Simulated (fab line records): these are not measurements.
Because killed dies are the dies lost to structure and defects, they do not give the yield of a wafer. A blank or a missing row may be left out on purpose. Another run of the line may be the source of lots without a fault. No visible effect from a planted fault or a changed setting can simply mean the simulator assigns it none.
fab line records	flow n5_finfet
[record] lots = 7	wafers = 19	last_day = 15
route steps=1938 shown BEOL_M7@1293 PASSIVATION@1936
lots that met no fault: taken from a fault-free run of the same line
start_h: hours from the record's opening day to when the first of the lot's shown wafers began	wait_h: hours since the lot's step before	" the same as in the row above	L1.1+2: one row covering several wafers at once	- either no value or no given start	* or withheld: withheld	< > ~ a bound
route shown NAME@n: names a module that has steps shown in the file, with the first one's number in the route	usual: average and standard deviation across the fault-free wafers	same: alike in all rows	chamber/n: place in a boat	sites: the reading at each site	_std_site: standard deviation of those values	_edge_site: mean of outer sites minus mean of inner sites	radius_mm: for every site, how far away it sits from the centre of the wafer	mask NAME#n: copy n	behind: the tool/chamber that last shaped the wafer	hold: reason for holding the lot/hours on hold/outcome of the hold	device: the n, p or np transistor that did not switch	end of line: tests of these same wafers at the route's end	a step given without rows: its recipe and nothing more	killed: the dies lost at the first sort to structure and to defects; this is not the yield of the wafer	map: a wafer's dies, x killed, . not, _ none there
set.NAME: setting as actually run; set.NAME@STEP: the setting as run at that earlier step	model.NAME: the simulator's own value behind a step, which no gauge read
lots at some steps of the route; a table a step, a row a wafer
services: a tool's chamber out of use, with start hour (start_h, from the record's first day; less than 0 if before it), hours out, and reason
[[steps]]
[step N5_BEOL_M7_EXPOSE_25]
[recipe] mask_id = V6	na = 0.33	source_shape = annular	sigma_inner = 0.4	sigma_outer = 0.8	polarization = unpolarized	target_cd_nm = 40	dose_mj = 42.5
[step N5_BEOL_M7_PEB_26]
[recipe] peb_temp_c = 100	peb_time_s = 60	resist = CAR-EUV
[step N5_BEOL_M7_DEVELOP_27]
[recipe] develop_time_s = 30	developer = TMAH	resist = CAR-EUV	rinse_liquid = surfactant_rinse	dry = air_spin	dev_temp_c = 23
[step N5_BEOL_M7_CD_MEAS_28]
[recipe] target_cd_nm = 40	landing_energy_ev = 500	detector = se_inlens
[usual] cd_nm = 39.97/0.24
lot.wafer	tool	chamber	start_h	wait_h	cd_nm
L587.1	cd_sem-01	0	210.04	-	40.03
L587.4	"	0	"	"	39.82
L587.5	"	0	"	"	39.35
L586.1	cd_sem-01	0	216.89	-	40.07
L586.2	"	0	"	"	40.02
L591.2	cd_sem-01	0	245.09	-	40.17
L591.5	"	0	"	"	39.86
L591.6	"	0	"	"	39.54
L592.2	cd_sem-03	0	245.14	-	40.25
L592.3	"	0	"	"	39.85
L592.6	"	0	"	"	39.86
L593.1	cd_sem-03	0	247.62	-	40.02
L593.4	"	0	"	"	39.95
L593.5	"	0	"	"	40.08
L596.1	cd_sem-01	0	268.62	-	40.19
L596.2	"	0	"	"	39.98
L599.2	cd_sem-01	0	287.25	-	39.76
L599.4	"	0	"	"	39.95
L599.6	"	0	"	"	40.20
[step N5_BEOL_M7_OVL_MEAS_29]
[recipe] points_per_wafer = 522
[usual] V6_OVL = -0.2/0.65
[same] points_per_wafer = 522
lot.wafer	tool	chamber	start_h	wait_h	V6_OVL[nm]
L587.1	overlay-01	0	210.07	0.0	-0.4
L587.4	"	0	"	"	-1.8
L587.5	"	0	"	"	-0.6
L586.1	overlay-01	0	216.92	0.0	-1.2
L586.2	"	0	"	"	-1.3
L591.2	overlay-02	0	245.13	0.0	0.7
L591.5	"	0	"	"	1.7
L591.6	"	0	"	"	0.2
L592.2	overlay-01	0	245.17	0.0	-0.3
L592.3	"	0	"	"	1.0
L592.6	"	0	"	"	-0.1
L593.1	overlay-02	0	247.65	0.0	-0.7
L593.4	"	0	"	"	-0.4
L593.5	"	0	"	"	-0.4
L596.1	overlay-01	0	268.65	0.0	-0.4
L596.2	"	0	"	"	-0.1
L599.2	overlay-02	0	287.29	0.0	-0.5
L599.4	"	0	"	"	0.2
L599.6	"	0	"	"	-0.6
[step N5_BEOL_M7_INSPECT_30]
[recipe] mode = adi	inspect_instrument = brightfield
[usual] raw_defect_count = 400/78
lot.wafer	tool	chamber	start_h	wait_h	raw_defect_count
L587.1	defect_inspect-02	-	210.13	0.1	274
L587.4	"	-	"	"	298
L587.5	"	-	"	"	315
L586.1	defect_inspect-01	-	216.98	0.1	353
L586.2	"	-	"	"	404
L591.2	defect_inspect-01	-	245.18	0.0	385
L591.5	"	-	"	"	241
L591.6	"	-	"	"	590
L592.2	defect_inspect-02	-	245.23	0.0	381
L592.3	"	-	"	"	470
L592.6	"	-	"	"	552
L593.1	defect_inspect-02	-	247.71	0.1	431
L593.4	"	-	"	"	342
L593.5	"	-	"	"	486
L596.1	defect_inspect-01	-	268.71	0.1	323
L596.2	"	-	"	"	359
L599.2	defect_inspect-02	-	287.34	0.0	412
L599.4	"	-	"	"	534
L599.6	"	-	"	"	471
[step N5_BEOL_M7_DESCUM_33]
[recipe] chemistry = O2	time_s = 7	source_power_w = 50	bias_power_w = 20	pressure_mtorr = 20	rf_frequency_hz = 2.712e+07	temp_c = 40	resist = CAR-EUV	o2_flow_sccm = 225
[usual] drypump_motor_current_A = 5.6/0.54	oes_product_au = 0.80/0.091	rf_vpp_V = 242.9/1.8	showerhead_plenum_p_Torr = 2.08/0.092	temp_c = 40.02/0.11	throttle_valve_pct = 20.48/0.25
lot.wafer	tool	chamber	start_h	wait_h	drypump_motor_current_A	oes_product_au	rf_hours_counter_h	rf_vpp_V	showerhead_plenum_p_Torr	temp_c	throttle_valve_pct
L587.1	rie_diel-02	2	210.17	0.0	5.6	0.82	84	242.0	2.03	40.13	20.44
L587.4	"	0	"	"	5.7	0.73	150	240.4	1.94	40.06	20.76
L587.5	"	2	"	"	5.7	0.82	-	242.6	2.03	40.07	20.45
L586.1	rie_diel-06	1	217.18	0.2	5.4	0.78	109	243.8	2.18	40.27	20.20
L586.2	"	2	"	"	4.7	0.69	238	242.4	2.06	40.07	20.78
L591.2	rie_diel-02	0	245.37	0.2	5.7	0.74	160	241.2	1.93	39.93	20.78
L591.5	"	3	"	"	6.0	0.94	-	245.9	2.13	39.86	20.06
L591.6	"	0	"	"	5.7	0.73	-	241.3	1.93	39.91	20.77
L592.2	rie_diel-02	3	245.77	0.5	6.0	0.94	20	245.2	2.13	40.07	20.07
L592.3	"	0	"	"	5.7	0.73	160	239.7	1.93	39.94	20.77
L592.6	"	0	"	"	5.7	0.73	-	240.9	1.93	39.88	20.78
L593.1	rie_diel-02	3	247.74	0.0	6.0	0.92	21	243.8	2.13	39.84	20.05
L593.4	"	0	"	"	5.7	0.73	-	240.4	1.93	40.06	20.77
L593.5	"	3	"	"	6.0	0.93	-	243.5	2.13	40.08	20.07
L596.1	rie_diel-06	3	269.29	0.6	4.7	0.81	122	244.5	2.10	40.07	20.49
L596.2	"	0	"	"	6.3	0.70	248	241.2	1.96	39.91	20.83
L599.2	rie_diel-06	3	287.43	0.1	4.8	0.80	127	243.5	2.10	40.10	20.50
L599.4	"	1	"	"	5.4	0.75	-	245.6	2.17	39.95	20.25
L599.6	"	3	"	"	4.7	0.80	-	243.0	2.10	40.20	20.50
[step N5_BEOL_M7_ETCH_72]
[recipe] chemistry = N2/H2	target = underlayer	target_depth_a = 65	mask_material = CAR-EUV	time_s = 5.2	ion_energy_ev = 200	pressure_mtorr = 30	source_w = 840	bias_w = 150	n2_flow_sccm = 200	h2_flow_sccm = 200	ends = cleared
[usual] bias_w = 150.0/0.47	drypump_motor_current_A = 5.6/0.53	etch_rf_on_time_s = 5.30/0.16	oes_product_au = 0.68/0.073	rf_fwd_power_W = 819.0/2.5	rf_vpp_V = 523/3.4	showerhead_plenum_p_Torr = 2.52/0.11	throttle_valve_pct = 17.87/0.29
lot.wafer	tool	chamber	start_h	wait_h	bias_w	drypump_motor_current_A	etch_rf_on_time_s	oes_product_au	rf_fwd_power_W	rf_hours_counter_h	rf_vpp_V	showerhead_plenum_p_Torr	throttle_valve_pct
L587.1	rie_diel-02	2	210.20	0.0	150.6	5.7	5.30	0.71	814.4	84	520	2.45	17.80
L587.4	"	0	"	"	150.4	5.7	5.27	0.62	819.8	150	519	2.36	18.30
L587.5	"	2	"	"	150.3	5.6	5.27	0.70	816.6	-	522	2.45	17.77
L586.1	rie_diel-06	1	217.21	0.0	150.1	5.3	5.00	0.68	815.9	109	527	2.64	17.50
L586.2	"	2	"	"	149.7	4.7	5.58	0.57	817.0	238	524	2.51	18.23
L591.2	rie_diel-02	0	245.41	0.0	149.5	5.7	5.23	0.62	816.1	160	519	2.35	18.33
L591.5	"	3	"	"	149.3	6.0	5.39	0.77	823.3	-	527	2.61	17.55
L591.6	"	0	"	"	150.2	5.7	5.21	0.62	822.0	-	518	2.35	18.34
L592.2	rie_diel-02	3	245.81	0.0	150.1	6.0	5.52	0.77	814.7	20	524	2.61	17.53
L592.3	"	0	"	"	150.5	5.7	5.24	0.62	818.5	160	516	2.35	18.34
L592.6	"	0	"	"	150.0	5.7	5.23	0.62	819.9	-	520	2.35	18.32
L593.1	rie_diel-02	3	247.78	0.0	149.3	6.1	5.51	0.75	819.6	21	527	2.61	17.57
L593.4	"	0	"	"	150.6	5.7	5.26	0.61	820.3	-	519	2.35	18.35
L593.5	"	3	"	"	150.3	6.0	5.50	0.77	820.9	-	524	2.61	17.55
L596.1	rie_diel-06	3	269.33	0.0	150.0	4.8	5.04	0.70	818.6	122	523	2.54	17.84
L596.2	"	0	"	"	149.5	6.2	5.24	0.60	820.2	248	521	2.41	18.44
L599.2	rie_diel-06	3	287.47	0.0	150.4	4.7	5.02	0.69	823.3	127	524	2.54	17.86
L599.4	"	1	"	"	149.6	5.4	4.87	0.68	820.7	-	527	2.63	17.53
L599.6	"	3	"	"	149.5	4.8	5.08	0.68	812.5	-	525	2.54	17.85
[step N5_BEOL_M7_ETCH_65]
[recipe] chemistry = CF4	target = SiARC	target_depth_a = 156	mask_material = CAR-EUV	time_s = 26	ion_energy_ev = 80	pressure_mtorr = 40	source_w = 545	bias_w = 36	Ar_flow_sccm = 100	cf4_flow_sccm = 100	ends = cleared
[usual] bias_w = 36.00/0.11	drypump_motor_current_A = 5.6/0.53	etch_rf_on_time_s = 26.5/0.68	oes_product_au = 0.68/0.073	rf_fwd_power_W = 532.3/2.5	rf_vpp_V = 183.9/1.5	showerhead_plenum_p_Torr = 2.13/0.092	throttle_valve_pct = 15.67/0.26
lot.wafer	tool	chamber	start_h	wait_h	bias_w	drypump_motor_current_A	etch_rf_on_time_s	oes_product_au	rf_fwd_power_W	rf_hours_counter_h	rf_vpp_V	showerhead_plenum_p_Torr	throttle_valve_pct
L587.1	rie_diel-02	2	210.22	0.0	35.90	5.6	26.6	0.70	530.6	84	183.2	2.07	15.53
L587.4	"	0	"	"	36.00	5.7	26.7	0.62	531.3	150	181.4	1.99	15.95
L587.5	"	2	"	"	35.83	5.6	26.7	0.70	530.3	-	183.2	2.07	15.54
L586.1	rie_diel-06	1	217.23	0.0	36.14	5.4	25.0	0.68	531.4	109	185.9	2.26	15.58
L586.2	"	2	"	"	36.25	4.7	27.8	0.57	533.6	238	182.1	2.12	15.97
L591.2	rie_diel-02	0	245.43	0.0	36.00	5.7	26.4	0.62	534.3	160	181.7	1.99	15.98
L591.5	"	3	"	"	36.00	6.0	27.3	0.77	530.7	-	184.5	2.20	15.32
L591.6	"	0	"	"	35.85	5.7	26.8	0.62	532.0	-	181.6	1.99	15.98
L592.2	rie_diel-02	3	245.82	0.0	36.06	6.0	27.3	0.78	532.8	20	184.8	2.20	15.32
L592.3	"	0	"	"	35.80	5.7	26.3	0.63	531.4	160	182.3	1.99	15.97
L592.6	"	0	"	"	35.89	5.7	26.3	0.62	529.5	-	180.7	1.99	15.98
L593.1	rie_diel-02	3	247.79	0.0	35.91	6.0	27.7	0.77	531.5	21	184.6	2.20	15.32
L593.4	"	0	"	"	35.75	5.7	26.7	0.62	530.1	-	182.7	1.99	15.96
L593.5	"	3	"	"	35.90	6.0	27.4	0.77	531.9	-	183.3	2.20	15.31
L596.1	rie_diel-06	3	269.34	0.0	35.92	4.8	25.6	0.69	531.9	122	184.4	2.13	15.66
L596.2	"	0	"	"	36.14	6.2	26.7	0.59	532.3	248	184.1	2.03	16.20
L599.2	rie_diel-06	3	287.48	0.0	35.90	4.7	25.8	0.68	529.8	127	182.8	2.13	15.64
L599.4	"	1	"	"	35.85	5.4	25.1	0.66	532.4	-	185.2	2.25	15.62
L599.6	"	3	"	"	36.02	4.7	25.7	0.67	530.3	-	184.0	2.13	15.66
[step N5_BEOL_M7_ETCH_66]
[recipe] chemistry = N2/H2	target = SOC	target_depth_a = 800	overetch_a = 160	mask_material = SiARC	temp_c = 40	time_s = 120	ion_energy_ev = 200	pressure_mtorr = 30	source_w = 840	bias_w = 150	n2_flow_sccm = 200	h2_flow_sccm = 200
[usual] bias_w = 150.0/0.43	drypump_motor_current_A = 5.6/0.53	oes_product_au = 0.61/0.066	rf_fwd_power_W = 835/3.1	rf_vpp_V = 523/3.3	showerhead_plenum_p_Torr = 2.52/0.11	temp_c = 39.99/0.11	throttle_valve_pct = 17.84/0.29
lot.wafer	tool	chamber	start_h	wait_h	bias_w	drypump_motor_current_A	oes_product_au	rf_fwd_power_W	rf_hours_counter_h	rf_vpp_V	showerhead_plenum_p_Torr	temp_c	throttle_valve_pct
L587.1	rie_diel-02	2	210.25	0.0	150.0	5.7	0.64	837	84	522	2.45	39.99	17.75
L587.4	"	0	"	"	150.2	5.7	0.56	833	150	517	2.36	39.84	18.25
L587.5	"	2	"	"	149.5	5.7	0.63	840	-	522	2.45	39.83	17.76
L586.1	rie_diel-06	1	217.26	0.0	149.0	5.4	0.60	839	109	529	2.64	39.94	17.45
L586.2	"	2	"	"	150.8	4.7	0.53	836	238	523	2.51	40.00	18.19
L591.2	rie_diel-02	0	245.45	0.0	150.5	5.7	0.56	830	160	519	2.35	39.99	18.30
L591.5	"	3	"	"	149.6	6.0	0.70	837	-	525	2.61	40.00	17.52
L591.6	"	0	"	"	150.6	5.8	0.56	828	-	518	2.35	39.84	18.28
L592.2	rie_diel-02	3	245.85	0.0	150.5	6.0	0.70	834	20	528	2.61	39.99	17.52
L592.3	"	0	"	"	150.3	5.7	0.55	834	160	518	2.35	39.86	18.28
L592.6	"	0	"	"	149.7	5.7	0.56	834	-	517	2.35	40.02	18.28
L593.1	rie_diel-02	3	247.82	0.0	149.8	6.0	0.71	837	21	524	2.61	39.86	17.53
L593.4	"	0	"	"	150.3	5.7	0.56	837	-	518	2.35	40.02	18.27
L593.5	"	3	"	"	149.8	6.0	0.71	837	-	526	2.61	39.87	17.52
L596.1	rie_diel-06	3	269.37	0.0	150.0	4.8	0.62	831	122	523	2.54	39.89	17.78
L596.2	"	0	"	"	149.8	6.3	0.53	833	248	521	2.41	39.67	18.41
L599.2	rie_diel-06	3	287.51	0.0	149.8	4.8	0.60	832	127	525	2.54	39.78	17.80
L599.4	"	1	"	"	149.9	5.4	0.59	834	-	526	2.63	40.03	17.50
L599.6	"	3	"	"	149.1	4.8	0.61	833	-	526	2.54	39.83	17.79
[step N5_BEOL_M7_STRIP_69]
[recipe] chemistry = N2/H2	temp_c = 40	n2_flow_sccm = 200	h2_flow_sccm = 200	rf_frequency_hz = 6e+07
[step N5_BEOL_M7_STRIP_73]
[recipe] chemistry = N2/H2	temp_c = 40	n2_flow_sccm = 200	h2_flow_sccm = 200	rf_frequency_hz = 6e+07
[step N5_BEOL_M7_VIA_ETCH_34]
[recipe] chemistry = C4F6/O2	target = SiCOH_lowk	target_depth_a = 1255	mask_material = SOC	taper_deg = 4	time_s = 50.5	ion_energy_ev = 250	pressure_mtorr = 30	source_w = 345	bias_w = 185	Ar_flow_sccm = 300	C4F6_flow_sccm = 10	O2_flow_sccm = 10
[usual] bias_w = 185.1/0.56	drypump_motor_current_A = 5.6/0.54	oes_f_703_au = 0.79/0.077	oes_product_au = 0.80/0.088	rf_fwd_power_W = 341.3/1.7	rf_vpp_V = 655/14	showerhead_plenum_p_Torr = 2.83/0.13	throttle_valve_pct = 20.95/0.24
lot.wafer	tool	chamber	start_h	wait_h	bias_w	drypump_motor_current_A	oes_f_703_au	oes_product_au	rf_fwd_power_W	rf_hours_counter_h	rf_vpp_V	showerhead_plenum_p_Torr	throttle_valve_pct	model.etch.depth_nm	model.SOC_of_BEOL_M7_COAT_63.thk_nm
L587.1	rie_diel-02	2	210.35	0.0	186.5	5.7	0.81	0.82	340.3	84	643	2.76	20.88	123.7	54.2
L587.4	"	0	"	"	184.8	5.7	0.72	0.73	337.6	150	667	2.64	21.22	122.9	54
L587.5	"	2	"	"	186.3	5.7	0.83	0.82	340.7	-	643	2.76	20.87	122.6	54.2
L586.1	rie_diel-06	1	217.36	0.0	184.9	5.4	0.82	0.80	342.2	109	650	3.00	20.86	129.1	53.6
L586.2	"	2	"	"	186.3	4.7	0.66	0.68	340.6	238	650	2.82	21.31	120.4	54
L591.2	rie_diel-02	0	245.55	0.0	185.5	5.7	0.93	0.77	423.2	160	596	2.64	21.27	133.1	53.2
L591.5	"	3	"	"	184.4	6.0	1.09	0.97	425.6	-	608	2.95	20.88	134.1	53
L591.6	"	0	"	"	185.7	5.7	0.93	0.76	421.8	-	598	2.64	21.27	132.6	53.2
L592.2	rie_diel-02	3	245.95	0.0	184.9	6.0	1.09	0.98	424.0	20	609	2.95	20.87	135.4	53.2
L592.3	"	0	"	"	185.2	5.7	0.93	0.77	421.7	160	598	2.64	21.27	134.8	53.2
L592.6	"	0	"	"	185.4	5.7	0.93	0.77	422.7	-	599	2.64	21.27	135	53.4
L593.1	rie_diel-02	3	247.92	0.0	185.8	6.1	1.09	0.97	426.0	21	609	2.95	20.87	134.4	53.4
L593.4	"	0	"	"	185.4	5.7	0.94	0.77	422.2	-	596	2.64	21.28	135.4	53.2
L593.5	"	3	"	"	184.6	6.0	1.08	0.97	424.0	-	609	2.95	20.85	135	53.2
L596.1	rie_diel-06	3	269.47	0.0	184.4	4.7	0.81	0.80	339.4	122	655	2.82	20.81	126.6	53.8
L596.2	"	0	"	"	185.4	6.2	0.69	0.69	341.9	248	677	2.69	21.37	122.4	54.4
L599.2	rie_diel-06	3	287.61	0.0	185.6	4.8	0.80	0.79	339.0	127	653	2.82	20.80	124.7	54.2
L599.4	"	1	"	"	185.4	5.4	0.81	0.77	341.3	-	649	2.99	20.89	127.6	54
L599.6	"	3	"	"	184.4	4.7	0.80	0.79	338.1	-	653	2.82	20.81	126.1	54
[step N5_BEOL_M7_STRIP_76]
[recipe] chemistry = C4F6/O2	resist = SiARC	rf_frequency_hz = 6e+07
[step N5_PASSIVATION_PROBE_49]
[usual] defect_limited_yield = 91.2/1.4	killed_at_M0_to_M3 = 32/9.3	killed_at_M4_up = 14/4.9	killed_at_contacts = 15/7.5	killed_at_front_end = 40/11	killed_at_other = 4/3.3	killed_dies = 104/17	killed_open = 68/14	killed_short = 33/7.9	sort_bin_5_function = 5.2/0.99	sort_bin_6_memory = 3.2/0.65	sort_bin_8_speed = 0.03/0.19	sort_n_pass = 1076/17	sort_yield_pct = 91.1/1.5
[same] gross_dies = 1180	killed_at_back_side = 0	sort_bin_4_leakage[%] = 0
lot.wafer	tool	chamber	start_h	wait_h	defect_limited_yield[%]	killed_at_M0_to_M3	killed_at_M4_up	killed_at_contacts	killed_at_front_end	killed_at_other	killed_dies	killed_open	killed_short	sort_bin_5_function[%]	sort_bin_6_memory[%]	sort_bin_8_speed[%]	sort_n_pass	sort_yield_pct[%]
L587.1	prober-02	-	285.06	0.0	90.0	42	22	6	43	5	118	71	46	6.0	3.1	0	1062	90.0
L587.4	prober-02	-	285.21	0.2	91.4	35	12	10	42	2	101	65	36	4.6	3.5	0	1079	91.4
L587.5	prober-02	-	285.26	0.2	90.6	31	15	5	57	3	111	73	38	5.0	3.7	0	1069	90.6
L586.1	prober-02	-	287.81	0.0	92.0	31	11	30	21	1	94	58	35	4.8	3.0	0	1086	92.0
L586.2	prober-02	-	287.86	0.1	89.7	52	8	29	29	4	122	70	37	5.8	3.7	0	1058	89.7
L592.3	prober-02	-	312.25	0.1	87.5	44	12	34	42	16	148	66	55	8.6	3.5	0	1032	87.5
L591.2	prober-01	-	316.57	0.1	89.7	27	13	4	71	6	121	64	40	5.6	3.2	0	1059	89.7
L591.6	prober-01	-	316.77	0.3	90.1	38	14	11	52	2	117	57	44	4.9	3.2	0	1063	90.1
// killed by level:class
L587.1 FIN_SAQP:geometric_particle:short=12 BEOL_M2:geometric_particle:open=11 BEOL_M4:geometric_particle:open=11 FIN_SAQP:geometric_particle:open=7 BEOL_M0_SAQP:geometric_particle:short=7 ILD0:geometric_particle:open=6 BEOL_M1:geometric_particle:open=6 MOL_CONTACT_COAG:geometric_particle:open=5
L587.4 BEOL_M2:geometric_particle:open=13 FIN_SAQP:geometric_particle:short=12 FIN_SAQP:geometric_particle:open=7 STI_FIN_REVEAL:geometric_particle:open=7 MOL_CONTACT_COAG:geometric_particle:open=7 BEOL_M4:geometric_particle:open=6 BEOL_M0_SAQP:geometric_particle:short=5 ILD0:geometric_particle:short=4
L587.5 GATE_CUT:geometric_particle:open=11 FIN_SAQP:geometric_particle:short=10 BEOL_M2:geometric_particle:open=9 FIN_SAQP:geometric_particle:open=7 STARTING-WAFER:geometric_particle:short=6 BEOL_M0_SAQP:geometric_particle:open=5 BEOL_M3:geometric_particle:open=5 BEOL_M4:geometric_particle:open=5
L586.1 MOL_CONTACT_COAG:geometric_particle:open=25 BEOL_M0_SAQP:geometric_particle:short=9 MOL_CONTACT_COAG:geometric_particle:short=5 BEOL_M5:geometric_particle:open=5 BEOL_M1:geometric_particle:open=4 BEOL_M0_SAQP:geometric_particle:open=4 BEOL_M2:geometric_particle:open=4 BEOL_M3:geometric_particle:short=4
L586.2 MOL_CONTACT_COAG:geometric_particle:open=16 BEOL_M0_SAQP:geometric_particle:open=15 BEOL_M0_SAQP:geometric_particle:short=13 MOL_CONTACT_COAG:area_etch=9 BEOL_M1:geometric_particle:open=8 FIN_SAQP:geometric_particle:open=6 BEOL_M2:geometric_particle:open=6 HKMG_FIN:area_etch=6
L592.3 MOL_CONTACT_COAG:area_etch=27 BEOL_M0_SAQP:geometric_particle:short=13 GATE_CUT:geometric_particle:short=10 BEOL_M3:geometric_particle:open=10 FIN_SAQP:geometric_particle:short=7 BEOL_M0_SAQP:geometric_particle:open=7 BEOL_M2:geometric_particle:open=6 BEOL_M4:geometric_particle:open=6
L591.2 FIN_SAQP:geometric_particle:short=16 HKMG_FIN:area_etch=16 FIN_SAQP:geometric_particle:open=11 BEOL_M1:geometric_particle:open=9 STI_FIN_REVEAL:geometric_particle:open=6 GATE_CUT:geometric_particle:open=5 GATE_CUT:geometric_particle:short=5 MOL_CONTACT_COAG:geometric_particle:open=4
L591.6 HKMG_FIN:area_etch=16 BEOL_M0_SAQP:geometric_particle:short=9 MOL_CONTACT_COAG:geometric_particle:open=7 BEOL_M4:geometric_particle:open=7 FIN_SAQP:geometric_particle:short=6 GATE_CUT:geometric_particle:short=6 BEOL_M1:geometric_particle:short=6 FIN_SAQP:geometric_particle:open=5
[[services]]
tool	chamber	start_h	hours	kind
rie_diel-02	1	245.26	-	clean
rie_diel-02	1	245.26	-	consumable_replace:focus_ring
rie_diel-02	1	245.26	17.8	scheduled_down
rie_diel-02	1	245.26	17.8	vent_cycle
rie_diel-06	2	262.16	-	clean
rie_diel-06	2	262.16	-	consumable_replace:focus_ring
rie_diel-06	2	262.16	25.1	scheduled_down
rie_diel-06	2	262.16	25.1	vent_cycle
rie_diel-06	3	276.39	6.5	repair
rie_diel-02	3	277.39	11.6	repair
rie_diel-06	0	287.31	-	clean
rie_diel-06	0	287.31	-	consumable_replace:focus_ring
rie_diel-06	0	287.31	-	consumable_replace:showerhead
rie_diel-06	0	287.31	19.2	scheduled_down
rie_diel-06	0	287.31	19.2	vent_cycle
[[key]]
[first_sign] step = N5_BEOL_M7_VIA_ETCH_34	reading = rf_fwd_power_W	direction = up	sigmas = 49	usual = *	struck = *
[effect] step = N5_BEOL_M7_VIA_ETCH_34	reading = rf_vpp_V	direction = down	sigmas = 3.9	usual = 655	struck = 602
[model_effect] step = N5_BEOL_M7_VIA_ETCH_34	value = etch.depth_nm	without = 123.6	struck = 134.4
met_at N5_BEOL_M7_VIA_ETCH_34
struck_wafers L591.2,L591.5,L591.6,L592.2,L592.3,L592.6,L593.1,L593.4,L593.5
[baseline_loss] step = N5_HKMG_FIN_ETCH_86	wafers = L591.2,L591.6
[baseline_loss] step = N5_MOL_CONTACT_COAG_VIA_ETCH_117	wafers = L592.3
onset_between 210.35 245.55
[fault] kind = process_parameter_drift	tool = rie_diel-02	chamber = -	onset_h = 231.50	steps = N5_BEOL_M7_VIA_ETCH_34	channel = source_w	offset = 82.8	shape = step	end_h = 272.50	acts_in = these_recipes_only	stated = 345
// baseline_loss: these wafers lose ten dies or more at that step, a loss of the line's own and not of a fault; the sort's usual values leave them out
